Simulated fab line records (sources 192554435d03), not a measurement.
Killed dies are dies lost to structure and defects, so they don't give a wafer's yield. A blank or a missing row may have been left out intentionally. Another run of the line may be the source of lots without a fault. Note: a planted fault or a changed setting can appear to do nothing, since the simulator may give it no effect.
A single fault, viewed from 2 desks -- flow n5_finfet -- each desk holds nothing but its own numbers, with what lay behind them at the end

## TOOL OWNER'S DESK, rie_diel-03
The tool's own readings at N5_BEOL_M8_TRENCH_ETCH_37 (etches SiCOH lowk in C4F6/O2, target depth 93.478 nm, time 31.2 s): means of the sampled wafers that have a number, for each lot that ran on this tool. Any lot whose mean is over 4 standard deviations away from the usual mean is out of limits and marked OUT; that distance is given in the brackets.
Columns: A = drypump_motor_current_A at N5_BEOL_M8_TRENCH_ETCH_37, usual 5.5 A; B = oes_o_777_au at N5_BEOL_M8_TRENCH_ETCH_37, usual 0.78 a.u.; C = oes_product_au at N5_BEOL_M8_TRENCH_ETCH_37, usual 0.77 a.u.; D = rf_vpp_V at N5_BEOL_M8_TRENCH_ETCH_37, usual 667 V; E = run_length_s at N5_BEOL_M8_TRENCH_ETCH_37, usual 54.5 s; F = showerhead_plenum_p_Torr at N5_BEOL_M8_TRENCH_ETCH_37, usual 2.90 Torr; G = throttle_valve_pct at N5_BEOL_M8_TRENCH_ETCH_37, usual 21.04 %
lot,first seen here,A,B,C,D,E,F,G
L379,day 10 06:36,5.4,0.77,0.75,672,54.6,2.89,21.09
L384,day 11 15:30,5.8,0.84,0.81,660,54.5,2.97,20.96
L386,day 12 07:35,5.8,0.83,0.80,666,59.7 (+10) OUT,2.95,21.15
This desk's verdict: out of limits on L386, starting with L386 at day 12 07:35 (run_length_s at N5_BEOL_M8_TRENCH_ETCH_37). L379, L384: within limits.

## AT THE METROLOGY DESK
Means of the sampled wafers that have a number, per lot and without regard to the tool the lot ran on: this is what the gauges read. Any lot whose mean is over 4 standard deviations away from the usual mean is out of limits and marked OUT; that distance is given in the brackets. 7 of its 39 readings are shown: the first one out of limits and those lying furthest out on some lot.
Columns: A = IOFF_P at N5_BEOL_M4_RC_MEAS_101, usual 0.22 nA/um; B = VT_P at N5_BEOL_M4_RC_MEAS_101, usual -251 mV; C = trench_depth_nm at N5_BEOL_M8_OCD_MEAS_38, usual 93.5 nm; D = M8_THK at N5_BEOL_M8_THK_MEAS_53, usual 80.3 nm; E = M8_RS at N5_BEOL_M8_RS_MEAS_57, usual 0.286 ohm/sq; F = SERP_M8 at N5_BEOL_M15_RC_MEAS_101, usual 13.8 ohm/um; G = SERP_M8_max_site at N5_BEOL_M15_RC_MEAS_101, usual 14.4 ohm/um
lot,first seen here,A,B,C,D,E,F,G
L379,day 8 19:38,0.20,-252,92.2,78.3,0.293,14.6,15.3
L384,day 10 00:10,0.29,-245,94.4,80.6,0.283,13.7,14.0
L386,day 10 19:17,0.21,-251,109.7 (+9.0) OUT,95.1 (+6.2) OUT,0.249 (-4.0) OUT,12.2,12.7
L397,day 14 01:49,0.21,-251,93.4,81.5,0.288,13.7,14.1
L399,day 14 10:52,0.23,-248,92.8,80.9,0.286,14.1,14.6
L400,day 14 13:47,0.26,-244,91.8,80.7,0.288,14.3,14.7
This desk's verdict: out of limits on L386, starting with L386 at day 12 07:44 (trench_depth_nm at N5_BEOL_M8_OCD_MEAS_38). L379, L384, L397, L399, L400: within limits.

## PUT TOGETHER
The tool owner's desk had the chance to raise an alarm at day 12 07:35 on L386.
On L386, the metrology desk was in a position to raise an alarm at day 12 07:44.
Every lot named ran N5_BEOL_M8_TRENCH_ETCH_37 on rie_diel-03.

## WHAT THE SIMULATOR HAD PUT IN
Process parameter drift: rie_diel-03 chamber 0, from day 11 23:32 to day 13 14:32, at N5_BEOL_M8_TRENCH_ETCH_37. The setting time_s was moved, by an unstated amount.
Struck lots among those shown: L386.
Time in hours from fault onset to the first out-of-limits reading at each desk: tool owner's desk 8, metrology desk 8.
